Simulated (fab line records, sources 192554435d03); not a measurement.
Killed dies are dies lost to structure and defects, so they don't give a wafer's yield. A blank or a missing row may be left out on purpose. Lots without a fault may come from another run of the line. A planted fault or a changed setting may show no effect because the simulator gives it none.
fab line records | flow n5_finfet
record lots=6 wafers=18 last_day=19
route steps=1938 shown STI_FIN_REVEAL@207 DUMMY_GATE@212 BEOL_M4@1111 PASSIVATION@1936
lots that met no fault: from a run of the same line without faults
start_h: hours from the record's first day to the start of the lot's first wafer shown | wait_h: hours since the lot's step before | " the same as in the row above | L1.1+2: a row that stands for several wafers | - no value, or no start given | * or withheld: withheld | < > ~ a bound
route shown NAME@n: a module of which the file shows steps, and the number in the route of the first | usual: mean/standard deviation of fault-free wafers | same: alike in all rows | chamber/n: place in a boat | sites: the reading at each site | _std_site: their standard deviation | _edge_site: outer sites' mean less inner sites' | radius_mm: how far each site lies from the wafer's centre | mask NAME#n: copy n | behind: the tool/chamber that last shaped the wafer | hold: why the lot was held/for how many hours/how that ended | device: the transistor (n, p or np) that didn't switch | end of line: the same wafers' tests at the end of the route | a step without rows: its recipe alone | killed: dies lost to structure and defects at the first sort, not the wafer's yield | map: a wafer's dies, x killed, . not, _ none there
set.NAME: the setting as run; set.NAME@STEP: as run at that earlier step | model.NAME: the simulator's own value behind a step, which no gauge read
lots at some steps of the route; a table a step, a row a wafer
services: from which hour (start_h, from the record's first day; less than 0 if before it) a tool's chamber was out of use, for how many hours, and why
## steps
# step N5_STI_FIN_REVEAL_CD_MEAS_22
# recipe target_cd_nm=6.238 pitch_nm=28 polarity=line
# usual cd_nm=6.19/0.28
# columns lot.wafer tool chamber start_h wait_h cd_nm
L141.1 cd_sem-03 - 36.84 0.0 6.21
L141.4 " - " " 5.94
L141.6 " - " " 6.36
L149.3 cd_sem-02 - 84.92 0.0 5.88
L149.4 " - " " 6.12
L149.6 " - " " 6.56
L154.1 cd_sem-01 - 115.01 0.0 5.98
L154.2 " - " " 6.38
L154.3 " - " " 6.07
L161.3 cd_sem-01 - 157.47 0.0 6.37
L161.4 " - " " 6.65
L161.6 " - " " 6.31
L162.2 cd_sem-02 - 163.76 0.0 6.64
L162.3 " - " " 6.20
L162.4 " - " " 6.47
L163.1 cd_sem-02 - 170.64 0.0 6.06
L163.2 " - " " 6.08
L163.4 " - " " 5.74
# step N5_STI_FIN_REVEAL_FIN_H_MEAS_10
# usual trench_depth_nm=51.8/1
# columns lot.wafer tool chamber start_h wait_h trench_depth_nm
L141.1 ocd-02 - 36.87 0.0 51.5
L141.4 " - " " 49.9
L141.6 " - " " 52.9
L149.3 ocd-01 - 84.95 0.0 50.6
L149.4 " - " " 50.3
L149.6 " - " " 51.9
L154.1 ocd-01 - 115.04 0.0 51.6
L154.2 " - " " 53.2
L154.3 " - " " 49.3
L161.3 ocd-02 - 157.50 0.0 50.6
L161.4 " - " " 52.1
L161.6 " - " " 53.0
L162.2 ocd-02 - 163.79 0.0 52.5
L162.3 " - " " 52.7
L162.4 " - " " 51.0
L163.1 ocd-02 - 170.67 0.0 52.7
L163.2 " - " " 52.3
L163.4 " - " " 49.6
# step N5_STI_FIN_REVEAL_PRECLEAN_18
# recipe chemistry=SC2 time_s=45 temp_c=35 mix=1:1:50
# step N5_STI_FIN_REVEAL_SRD_28
# recipe dry=ipa_marangoni time_s=30 temp_c=23 rinse_liquid=diw
# step N5_STI_FIN_REVEAL_INSPECT_13
# recipe inspect_instrument=darkfield mode=post_clean
# usual raw_defect_count=13/5.8
# columns lot.wafer tool chamber start_h wait_h raw_defect_count
L141.1 defect_inspect-02 - 36.96 0.0 10
L141.4 " - " " 7
L141.6 " - " " 9
L149.3 defect_inspect-02 - 85.03 0.0 11
L149.4 " - " " 10
L149.6 " - " " 4
L154.1 defect_inspect-02 - 115.13 0.0 13
L154.2 " - " " 9
L154.3 " - " " 24
L161.3 defect_inspect-01 - 157.59 0.0 6
L161.4 " - " " 16
L161.6 " - " " 13
L162.2 defect_inspect-02 - 163.87 0.0 12
L162.3 " - " " 17
L162.4 " - " " 14
L163.1 defect_inspect-02 - 170.75 0.0 16
L163.2 " - " " 3
L163.4 " - " " 14
# step N5_DUMMY_GATE_PRECLEAN_00
# recipe chemistry=O3/DIW time_s=60 temp_c=22 o3_ppm=10
# step N5_DUMMY_GATE_SRD_01
# recipe time_s=30 temp_c=23 rinse_liquid=diw dry=ipa_marangoni
# step N5_DUMMY_GATE_ALD_02
# recipe material=SiO2 target_thk_a=20 temp_c=300 ald_precursor_family=BDEAS ald_co_reactant=O2-plasma pulse_time_s=1 pressure_torr=2
# usual heater_power_w=463/51 precursor_pulse_height_rel=1.002/0.021
# columns lot.wafer tool chamber start_h wait_h heater_power_w precursor_pulse_height_rel
L141.1 ald_sin-03 1 37.06 0.0 475 0.992
L141.4 " 2 " " 459 1.012
L141.6 " 1 " " 478 0.983
L149.3 ald_sin-02 0 85.13 0.0 454 0.998
L149.4 " 1 " " 457 1.014
L149.6 " 3 " " 479 0.988
L154.1 ald_sin-04 1 116.56 1.4 474 0.930
L154.2 " 3 " " 412 1.014
L154.3 " 2 " " 581 1.000
L161.3 ald_sin-04 2 157.68 0.0 583 1.012
L161.4 " 2 " " 569 0.982
L161.6 " 1 " " 485 0.994
L162.2 ald_sin-04 1 163.97 0.0 482 1.016
L162.3 " 3 " " 417 1.012
L162.4 " 1 " " 481 0.985
L163.1 ald_sin-03 3 170.85 0.0 400 0.992
L163.2 " 2 " " 475 1.035
L163.4 " 1 " " 468 1.001
# step N5_DUMMY_GATE_CVD_03
# recipe material=a-Si target_thk_a=1500 temp_c=530 precursor=SiH4 time_s=8042
# step N5_DUMMY_GATE_PRECLEAN_46
# recipe chemistry=DIW time_s=89.5 temp_c=23
# step N5_DUMMY_GATE_SRD_47
# recipe dry_time_s=32 dry=n2_spin spin_rpm=1500
# step N5_DUMMY_GATE_CMP_04
# recipe material=a-Si post_cmp_clean=alkaline_brush
# usual motor_current_A=10.4/1.1 retaining_ring_pressure_frac=1.001/0.0049 time_to_endpoint_s=15.0/2.5
# columns lot.wafer tool chamber start_h wait_h motor_current_A retaining_ring_pressure_frac time_to_endpoint_s
L141.4 cmp-03 1 40.94 0.1 10.9 1.002 20.5
L141.1 " 3 " " 9.5 1.004 17.8
L141.6 " 1 " " 10.5 1.001 19.6
L149.4 cmp-01 1 88.97 0.0 11.5 0.994 18.2
L149.3 " 0 " " 9.8 1.003 16.2
L149.6 " 1 " " 12.7 0.992 14.4
L154.3 cmp-03 3 120.40 0.0 9.9 0.994 16.1
L154.1 " 0 " " 10.7 1.003 11.8
L154.2 " 1 " " 10.2 1.004 14.7
L161.3 cmp-03 2 162.27 0.1 8.7 1.003 17.2
L161.4 " 3 " " 9.7 1.005 16.1
L161.6 " 1 " " 10.4 0.993 14.3
L162.2 cmp-02 2 167.82 0.0 8.4 1.004 14.3
L162.4 " 3 " " 11.2 0.995 16.2
L162.3 " 1 " " 9.9 1.003 14.9
L163.1 cmp-03 2 176.55 0.1 8.8 1.002 17.6
L163.4 " 3 " " 9.8 0.990 16.3
L163.2 " 0 " " 11.0 1.004 13.4
# step N5_DUMMY_GATE_THK_MEAS_05
# usual thk_nm=72.6/1.3
# columns lot.wafer tool chamber start_h wait_h thk_nm
L141.1 film_metro-02 - 41.15 0.1 72.2
L141.4 " - " " 74.3
L141.6 " - " " 72.9
L149.3 film_metro-02 - 89.21 0.1 77.9
L149.4 " - " " 77.0
L149.6 " - " " 77.0
L154.1 film_metro-02 - 120.64 0.2 76.1
L154.2 " - " " 77.8
L154.3 " - " " 77.6
L161.3 film_metro-01 - 162.48 0.2 74.3
L161.4 " - " " 73.0
L161.6 " - " " 72.8
L162.2 film_metro-01 - 168.06 0.2 72.7
L162.3 " - " " 72.6
L162.4 " - " " 73.9
L163.1 film_metro-01 - 176.75 0.2 73.1
L163.2 " - " " 72.2
L163.4 " - " " 73.2
# step N5_DUMMY_GATE_HM_DEP_06
# recipe material=SiNx target_thk_a=800 precursor=DCS/NH3 temp_c=700 pressure_mtorr=300 time_s=5141
# step N5_BEOL_M4_RC_MEAS_101
# usual DIBL_N=36.4/2.2 DIBL_P=36.3/2.5 IOFF_N=0.17/0.052 IOFF_P=0.23/0.049 ION_N=674/17 ION_P=464/11 SS_N=71.7/0.98 SS_P=73.3/0.84 VT_N=250/4 VT_P=-249/3.8
# columns lot.wafer tool chamber start_h wait_h DIBL_N[mV/V] DIBL_P[mV/V] IOFF_N[nA/um] IOFF_P[nA/um] ION_N[uA/um] ION_P[uA/um] SS_N[mV/dec] SS_P[mV/dec] VT_N[mV] VT_P[mV]
L141.1 prober-02 0 175.73 0.0 36.8 37.8 0.17 0.25 678 471 71.8 73.6 250 -248
L141.4 " 0 " " 38.5 37.4 0.20 0.23 659 450 73.0 73.4 249 -248
L141.6 " 0 " " 33.0 33.4 0.12 0.18 686 472 71.1 72.3 253 -252
L149.3 prober-01 0 259.48 0.3 36.0 36.1 0.16 0.20 657 451 72.4 73.3 253 -253
L149.4 " 0 " " 39.6 40.9 0.24 0.30 676 464 73.6 74.6 248 -246
L149.6 " 0 " " 37.6 39.2 0.21 0.27 695 474 73.0 74.0 246 -244
L154.1 prober-02 0 284.41 0.0 37.6 37.1 0.18 0.23 681 466 70.9 73.2 247 -250
L154.2 " 0 " " 37.7 36.5 0.17 0.21 684 467 71.8 73.5 249 -250
L154.3 " 0 " " 40.9 40.0 0.26 0.29 668 453 72.9 74.3 242 -246
L161.3 prober-01 0 326.68 0.3 34.3 34.1 0.14 0.18 657 455 71.7 72.6 250 -248
L161.4 " 0 " " 36.2 37.5 0.18 0.24 682 471 70.9 72.9 243 -247
L161.6 " 0 " " 36.1 37.1 0.17 0.22 681 469 71.4 73.1 248 -248
L162.2 prober-02 0 332.12 0.2 37.5 38.5 0.20 0.28 696 474 72.0 73.5 248 -247
L162.3 " 0 " " 35.0 34.6 0.15 0.20 674 462 71.2 72.1 252 -250
L162.4 " 0 " " 36.7 35.9 0.18 0.23 672 465 72.4 73.5 248 -248
L163.1 prober-01 0 348.53 0.0 31.1 30.3 0.11 0.15 671 467 70.5 72.2 252 -253
L163.2 " 0 " " 36.1 35.9 0.17 0.23 684 469 71.5 73.6 250 -248
L163.4 " 0 " " 36.1 34.6 0.16 0.20 636 449 72.6 73.1 255 -251
# step N5_PASSIVATION_PROBE_49
# usual defect_limited_yield=91.2/1.4 killed_at_M0_to_M3=34/9.3 killed_at_M4_up=14/5.9 killed_at_contacts=14/5.7 killed_at_front_end=38/10 killed_at_other=4/3.2 killed_dies=104/17 killed_open=67/13 killed_short=33/6.9 sort_bin_5_function=5.2/1 sort_bin_6_memory=3.3/0.61 sort_bin_8_speed=0.3/1.8 sort_n_pass=1069/52 sort_yield_pct=91/4.4
# same gross_dies=1180 killed_at_back_side=0 sort_bin_4_leakage[%]=0
# columns lot.wafer tool chamber start_h wait_h defect_limited_yield[%] killed_at_M0_to_M3 killed_at_M4_up killed_at_contacts killed_at_front_end killed_at_other killed_dies killed_open killed_short sort_bin_5_function[%] sort_bin_6_memory[%] sort_bin_8_speed[%] sort_n_pass sort_yield_pct[%]
L141.1 prober-01 - 286.13 0.0 91.4 18 8 23 46 7 102 62 37 5.3 3.2 0 1078 91
L141.4 prober-01 - 286.28 0.2 93.1 16 9 12 32 12 81 48 29 3.8 2.6 0 1099 93
L141.6 prober-01 - 286.38 0.3 91.8 36 10 10 36 5 97 63 30 5.2 2.7 0 1083 92
# killed by level:class
L141.1 MOL_CONTACT_COAG:geometric_particle:open=18 FIN_SAQP:geometric_particle:open=16 FIN_SAQP:geometric_particle:short=15 MOL_CONTACT_COAG:geometric_particle:short=5 BEOL_M0_SAQP:geometric_particle:short=5 MIM_TOP_ETCH:geometric_particle:open=4 DUMMY_GATE:geometric_particle:open=3 BEOL_M1:geometric_particle:short=3
L141.4 FIN_SAQP:geometric_particle:open=14 MOL_CONTACT_COAG:geometric_particle:open=9 FIN_SAQP:geometric_particle:short=7 BEOL_M1:geometric_particle:short=5 BEOL_M1:geometric_particle:open=4 BEOL_M4:geometric_particle:open=4 MIM_TOP_ETCH:geometric_particle:short=4 MOL_CONTACT_COAG:geometric_particle:short=3
L141.6 FIN_SAQP:geometric_particle:open=14 MOL_CONTACT_COAG:geometric_particle:open=10 BEOL_M1:geometric_particle:open=9 FIN_SAQP:geometric_particle:short=7 BEOL_M3:geometric_particle:open=6 ILD0:geometric_particle:short=5 BEOL_M0_SAQP:geometric_particle:open=5 BEOL_M0_SAQP:geometric_particle:short=5
## services
# columns tool chamber start_h hours kind
ald_sin-03 0 28.16 12.2 repair
ald_sin-02 - 30.32 1.1 repair
cmp-01 - 30.49 1.0 repair
cmp-02 - 62.04 2.1 repair
ald_sin-03 2 71.74 6.7 repair
ald_sin-03 3 77.20 4.8 repair
ald_sin-04 - 86.50 14.0 pm
ald_sin-04 0 86.50 14.0 vent_cycle
ald_sin-04 1 86.50 14.0 vent_cycle
ald_sin-04 2 86.50 14.0 vent_cycle
ald_sin-04 3 86.50 14.0 vent_cycle
cmp-02 - 86.64 2.0 repair
cmp-02 - 100.03 4.0 pm
ald_sin-04 0 100.50 - clean
ald_sin-04 1 100.50 - clean
ald_sin-04 2 100.50 - clean
cmp-03 - 106.47 6.9 pm
cmp-02 - 113.68 0.5 repair
ald_sin-03 1 118.42 19.7 repair
ald_sin-03 - 125.02 0.2 repair
ald_sin-03 - 144.13 2.8 pm
cmp-02 - 151.06 3.3 repair
ald_sin-03 - 159.04 6.0 pm
cmp-03 - 173.83 1.4 repair
## key
first_sign step=N5_DUMMY_GATE_THK_MEAS_05 reading=thk_nm direction=up sigmas=3.5 usual=* struck=*
effect none on later readings
met_at N5_DUMMY_GATE_THK_MEAS_05
struck_wafers L149.3,L149.4,L149.6,L154.1,L154.2,L154.3
baseline_loss step=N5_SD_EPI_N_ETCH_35 wafers=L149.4
onset_between 41.15 89.21
also_fits N5_STI_FIN_REVEAL_FIN_H_MEAS_10:ocd-01
fault kind=metrology_matching_offset tool=film_metro-02 chamber=- onset_h=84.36 steps=N5_DUMMY_GATE_THK_MEAS_05 param=thk_nm offset=3.6116
# baseline_loss: these wafers lose ten dies or more at that step, a loss of the line's own and not of a fault; the sort's usual values leave them out
